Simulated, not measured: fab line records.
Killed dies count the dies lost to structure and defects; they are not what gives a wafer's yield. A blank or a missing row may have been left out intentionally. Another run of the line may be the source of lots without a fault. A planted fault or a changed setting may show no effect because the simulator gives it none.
Which of the tools did it?    flow n5_finfet    24 lots, 72 wafers sampled, at 4 steps of a route of 1938

WHAT THE GAUGES SHOWED, per wafer
N5_BEOL_M0_SAQP_OVL_MEAS_15. Usual: for M0_CORE_OVL the level is 0.6 nm and the standard deviation is 0.73.
lot   measured      on          M0_CORE_OVL (nm)  flag
L074  day 6 17:09   overlay-02  -0.5 0.8 0.3      
L075  day 6 17:44   overlay-01  1.7 1.8 0.3       
L076  day 6 17:53   overlay-02  -0.5 0.5 0.0      
L078  day 6 17:57   overlay-02  -0.4 -0.4 -0.8    
L077  day 6 18:02   overlay-01  -0.6 1.4 0.7      
L079  day 6 19:53   overlay-01  1.1 -0.2 1.6      
L080  day 7 00:37   overlay-01  0.6 1.6 1.2       
L081  day 7 08:13   overlay-01  2.1 0.3 1.1       
L082  day 7 16:32   overlay-02  0.4 -0.3 0.6      
L083  day 7 21:59   overlay-01  0.9 0.7 0.0       
L084  day 8 11:23   overlay-01  1.1 0.1 1.3       
L085  day 8 16:54   overlay-02  0.7 0.5 0.4       
L086  day 8 20:32   overlay-02  0.9 0.6 0.0       
L087  day 8 23:53   overlay-01  -0.1 0.9 0.7      
L088  day 9 09:26   overlay-01  1.9 1.7 1.7       
L089  day 9 14:24   overlay-02  0.7 -0.4 0.6      
L090  day 9 16:57   overlay-01  -1.1 0.7 0.5      
L092  day 9 20:19   overlay-01  -1.1 0.4 -0.9     
L091  day 9 23:44   overlay-02  1.0 0.9 1.2       
L093  day 10 10:47  overlay-02  0.3 0.9 -0.3      
L094  day 10 16:32  overlay-02  0.5 0.2 0.2       
L095  day 10 19:14  overlay-01  0.8 0.2 0.1       
L096  day 10 23:51  overlay-01  0.1 0.4 1.2       
L097  day 11 07:50  overlay-02  1.0 1.7 1.3       

EACH LOT AND THE TOOL THAT RAN IT (in order: tool; ch and the chambers of the sampled wafers; start)
lot   N5_MOL_CONTACT_COAG_ALD_133        N5_MOL_CONTACT_COAG_ETCH_67         N5_BEOL_M0_SAQP_PECVD_96
L074  ald_sin-04 ch 0,1,2, day 5 07:58   rie_diel-01 ch 0,2, day 5 08:11     pecvd-04 ch 0,1,2, day 6 16:26
L075  ald_sin-01 ch 1,3, day 5 14:51     rie_diel-03 ch 0,2,3, day 5 15:05   pecvd-04 ch 0,1, day 6 17:02
L076  ald_sin-04 ch 0,1,2, day 5 23:59   rie_diel-06 ch 0,1, day 6 00:12     pecvd-01 ch 0,1, day 6 17:08
L078  ald_sin-03 ch 1,2, day 6 04:08     rie_diel-03 ch 0,2, day 6 04:28     pecvd-01 ch 1,2, day 6 17:22
L077  ald_sin-03 ch 0,2,3, day 6 06:18   rie_diel-01 ch 0,1,2, day 6 06:34   pecvd-04 ch 0,1,2, day 6 17:28
L079  ald_sin-01 ch 0,1,3, day 6 12:18   rie_diel-03 ch 1,2,3, day 6 12:36   pecvd-04 ch 0,1,2, day 6 19:12
L080  ald_sin-01 ch 0,1,2, day 6 16:43   rie_diel-03 ch 0,1, day 6 16:56     pecvd-01 ch 0,1,2, day 7 00:03
L081  ald_sin-04 ch 0,1,3, day 7 01:31   rie_diel-06 ch 1,2,3, day 7 01:44   pecvd-02 ch 1,2, day 7 07:31
L082  ald_sin-03 ch 1,2, day 7 08:12     rie_diel-03 ch 0,1, day 7 08:28     pecvd-01 ch 0,2, day 7 15:53
L083  ald_sin-04 ch 0,2,3, day 7 15:26   rie_diel-01 ch 0,2,3, day 7 15:49   pecvd-02 ch 0,1,2, day 7 21:17
L084  ald_sin-04 ch 0,1,2, day 8 04:20   rie_diel-06 ch 1,2, day 8 04:36     pecvd-04 ch 0,1,2, day 8 10:41
L085  ald_sin-04 ch 0,2,3, day 8 09:35   rie_diel-06 ch 0,1,3, day 8 09:48   pecvd-04 ch 1,2, day 8 16:20
L086  ald_sin-03 ch 1,2,3, day 8 12:20   rie_diel-01 ch 1,2, day 8 12:28     pecvd-02 ch 0,1,2, day 8 19:51
L087  ald_sin-03 ch 0,1,3, day 8 17:31   rie_diel-01 ch 0,1,3, day 8 17:48   pecvd-01 ch 1,2, day 8 23:11
L088  ald_sin-04 ch 1,2, day 9 02:55     rie_diel-03 ch 0,1, day 9 03:08     pecvd-02 ch 0,1,2, day 9 08:44
L089  ald_sin-04 ch 0,1,3, day 9 07:46   rie_diel-01 ch 1,2,3, day 9 07:59   pecvd-04 ch 0,2, day 9 13:42
L090  ald_sin-04 ch 0,2,3, day 9 08:37   rie_diel-01 ch 0,2, day 9 08:50     pecvd-02 ch 0,2, day 9 16:16
L092  ald_sin-03 ch 0,1, day 9 13:46     rie_diel-03 ch 0,3, day 9 13:59     pecvd-01 ch 0,1, day 9 19:33
L091  ald_sin-04 ch 0,2,3, day 9 17:46   rie_diel-03 ch 1,2,3, day 9 17:58   pecvd-04 ch 0,2, day 9 23:03
L093  ald_sin-04 ch 1,3, day 10 04:11    rie_diel-01 ch 1,2,3, day 10 04:25  pecvd-02 ch 1,2, day 10 10:05
L094  ald_sin-01 ch 0,1,3, day 10 08:27  rie_diel-01 ch 1,2, day 10 08:40    pecvd-04 ch 0,2, day 10 15:46
L095  ald_sin-03 ch 1,3, day 10 10:59    rie_diel-03 ch 0,1,3, day 10 11:12  pecvd-04 ch 0,2, day 10 18:35
L096  ald_sin-04 ch 0,1,2, day 10 18:01  rie_diel-01 ch 0,1,3, day 10 18:12  pecvd-04 ch 0,2, day 10 23:14
L097  ald_sin-03 ch 2,3, day 11 01:53    rie_diel-06 ch 0,3, day 11 02:08    pecvd-02 ch 1,2, day 11 07:08
- N5_MOL_CONTACT_COAG_ALD_133: deposits SiO2, target thk 5 nm, pulse time 1 s, co reactant pulse time 1 s.
- N5_MOL_CONTACT_COAG_ETCH_67: etches SOC in N2/H2, target depth 60 nm, overetch 21 nm, time 101.2 s.
- N5_BEOL_M0_SAQP_PECVD_96: deposits a-Si from SiH4/He, target thk 45 nm, time 45.2 s.

AS READ BY THE TOOLS THEMSELVES (means over the sampled wafers that have a number; for cases with no such wafer, the mark the record gives instead)
N5_MOL_CONTACT_COAG_ALD_133. Usual: heater_power_w 79 W, standard deviation 7.4; precursor_pulse_height_rel 1.000, standard deviation 0.02.
lot   tool        heater_power_w (W)  precursor_pulse_height_rel  flag
L074  ald_sin-04  81                  1.007                       
L075  ald_sin-01  66                  0.981                       
L076  ald_sin-04  81                  1.012                       
L078  ald_sin-03  78                  0.982                       
L077  ald_sin-03  84                  1.003                       
L079  ald_sin-01  67                  1.014                       
L080  ald_sin-01  73                  1.000                       
L081  ald_sin-04  81                  1.002                       
L082  ald_sin-03  83                  0.993                       
L083  ald_sin-04  83                  1.009                       
L084  ald_sin-04  81                  1.006                       
L085  ald_sin-04  83                  0.992                       
L086  ald_sin-03  77                  1.007                       
L087  ald_sin-03  79                  1.005                       
L088  ald_sin-04  84                  1.003                       
L089  ald_sin-04  82                  1.002                       
L090  ald_sin-04  84                  0.981                       
L092  ald_sin-03  76                  1.006                       
L091  ald_sin-04  84                  0.994                       
L093  ald_sin-04  82                  1.018                       
L094  ald_sin-01  67                  1.006                       
L095  ald_sin-03  73                  0.993                       
L096  ald_sin-04  82                  0.977                       
L097  ald_sin-03  78                  1.020                       

N5_MOL_CONTACT_COAG_ETCH_67. Usual: drypump_motor_current_A 6.0 A, standard deviation 0.4; oes_product_au 0.65 a.u., standard deviation 0.058; rf_vpp_V 524.1 V, standard deviation 2.1; showerhead_plenum_p_Torr 2.54 Torr, standard deviation 0.074; throttle_valve_pct 17.82 %, standard deviation 0.23.
lot   tool         drypump_motor_current_A (A)  oes_product_au (a.u.)  rf_vpp_V (V)  showerhead_plenum_p_Torr (Torr)  throttle_valve_pct (%)  flag
L074  rie_diel-01  6.4                          0.76                   526.0         2.62                             17.81                   
L075  rie_diel-03  5.9                          0.65                   523.3         2.51                             17.66                   
L076  rie_diel-06  6.3                          0.62                   527.1         2.63                             17.97                   
L078  rie_diel-03  5.6                          0.61                   523.6         2.54                             17.80                   
L077  rie_diel-01  6.2                          0.69                   524.9         2.55                             17.76                   
L079  rie_diel-03  5.7                          0.68                   523.3         2.54                             17.68                   
L080  rie_diel-03  5.9                          0.64                   524.8         2.53                             17.91                   
L081  rie_diel-06  5.7                          0.65                   525.5         2.58                             17.87                   
L082  rie_diel-03  5.9                          0.63                   523.5         2.53                             17.92                   
L083  rie_diel-01  6.3                          0.67                   524.6         2.59                             17.98                   
L084  rie_diel-06  6.1                          0.60                   525.9         2.59                             18.05                   
L085  rie_diel-06  5.9                          0.66                   526.0         2.62                             17.84                   
L086  rie_diel-01  6.1                          0.70                   524.4         2.53                             17.76                   
L087  rie_diel-01  6.1                          0.61                   523.2         2.52                             17.91                   
L088  rie_diel-03  5.9                          0.62                   524.2         2.53                             17.94                   
L089  rie_diel-01  6.1                          0.64                   523.7         2.50                             17.89                   
L090  rie_diel-01  6.3                          0.68                   526.5         2.62                             17.91                   
L092  rie_diel-03  6.2                          0.66                   522.5         2.47                             17.58                   
L091  rie_diel-03  5.7                          0.65                   524.2         2.53                             17.72                   
L093  rie_diel-01  6.1                          0.64                   523.2         2.50                             17.90                   
L094  rie_diel-01  6.0                          0.64                   522.2         2.46                             17.70                   
L095  rie_diel-03  5.9                          0.65                   523.0         2.51                             17.79                   
L096  rie_diel-01  6.2                          0.61                   523.5         2.51                             17.95                   
L097  rie_diel-06  5.6                          0.65                   525.8         2.62                             17.70                   

N5_BEOL_M0_SAQP_PECVD_96. Usual: heater_power_w 627 W, standard deviation 62; showerhead_plenum_p_Torr 5.69 Torr, standard deviation 0.046; showerhead_vpp_V 611 V, standard deviation 17; throttle_valve_pct 18.2 %, standard deviation 1.
lot   tool      heater_power_w (W)  showerhead_plenum_p_Torr (Torr)  showerhead_vpp_V (V)  throttle_valve_pct (%)  flag
L074  pecvd-04  632                 5.71                             618                   18.9                    
L075  pecvd-04  617                 5.73                             617                   19.8                    
L076  pecvd-01  577                 5.64                             602                   18.1                    
L078  pecvd-01  730                 5.66                             589                   17.9                    
L077  pecvd-04  637                 5.72                             610                   19.0                    
L079  pecvd-04  618                 5.71                             607                   19.0                    
L080  pecvd-01  658                 5.65                             597                   18.0                    
L081  pecvd-02  569                 5.66                             624                   17.4                    
L082  pecvd-01  641                 5.62                             598                   18.0                    
L083  pecvd-02  606                 5.70                             628                   17.4                    
L084  pecvd-04  638                 5.72                             607                   19.1                    
L085  pecvd-04  655                 5.71                             613                   19.5                    
L086  pecvd-02  582                 5.70                             627                   17.3                    
L087  pecvd-01  662                 5.70                             593                   17.8                    
L088  pecvd-02  626                 5.70                             628                   17.4                    
L089  pecvd-04  627                 5.73                             606                   18.4                    
L090  pecvd-02  650                 5.73                             646                   16.9                    
L092  pecvd-01  622                 5.67                             603                   18.0                    
L091  pecvd-04  625                 5.69                             601                   18.1                    
L093  pecvd-02  542                 5.67                             627                   17.5                    
L094  pecvd-04  649                 5.71                             602                   18.4                    
L095  pecvd-04  625                 5.73                             597                   18.6                    
L096  pecvd-04  617                 5.72                             607                   18.7                    
L097  pecvd-02  566                 5.67                             622                   17.5                    

THE ANSWER, worked out from the rows above alone
Rule: lot off if the mean of its wafers having a number is beyond 3 standard deviations from the usual mean. Also off: a lot with no number at a reading for which 4 or more lots have one. Where the step has rows for the other lots, those lots are counted as sound. Order of review: gauges by route order, followed by the tools' own readings, for which a lot's mean as printed above is used. The first step at which some lot is off is used, and at that step the reading that is off furthest; a lot without a number counts as furthest.
No lot is off at any reading shown: from this, nothing can be told.

WHAT WAS PUT IN BY THE SIMULATOR
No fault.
